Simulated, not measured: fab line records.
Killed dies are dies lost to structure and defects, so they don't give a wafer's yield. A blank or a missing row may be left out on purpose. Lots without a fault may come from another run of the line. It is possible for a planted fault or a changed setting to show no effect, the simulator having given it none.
Matching of chambers    flow n5_finfet    N5_FIN_SAQP_ETCH_57 on rie_diel-02 has 4 sister chambers
The step etches SiNx in CH3F/O2, target depth 32.5 nm, time 46.4 s. 4 wafers are shown with their chamber, then 7 later ones without.

## WAFERS WITH THEIR CHAMBER
wafer   chamber  showerhead_plenum_p_Torr (Torr)
L086.5  3        1.93
L086.6  0        1.92
L090.3  2        2.10
L090.5  1        2.09

## WAFERS WITH NO CHAMBER GIVEN
wafer   showerhead_plenum_p_Torr (Torr)
L090.6  2.10
L095.4  2.10
L095.5  1.91
L095.6  1.92
L096.3  1.92
L096.4  1.92
L096.6  2.08

## WHICH CHAMBER EACH ONE RAN IN
wafer   from the rows above      in truth
L090.6  can't be placed: 2 or 1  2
L095.4  can't be placed: 2 or 1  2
L095.5  can't be placed: 0 or 3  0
L095.6  can't be placed: 0 or 3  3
L096.3  can't be placed: 0 or 3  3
L096.4  can't be placed: 0 or 3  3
L096.6  can't be placed: 1 or 2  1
0 of 7 placed correctly. These rows do not allow placing 7 (true chamber among the candidates in 7). Placed wrongly: 0.
How it was worked out, from the rows above alone: a wafer's distance from a chamber is the root of the sum, over the readings, of the square of ((its reading less the chamber's mean) divided by the reading's scatter). If the next closest chamber is less than 2 further off than the closest, the wafer can't be placed; otherwise it belongs to the closest. For every chamber, the mean is computed from those of its wafers that are shown. The scatter: with one shown wafer a chamber, the root of the mean of the squares of how far each hidden wafer lies from its nearest shown one.
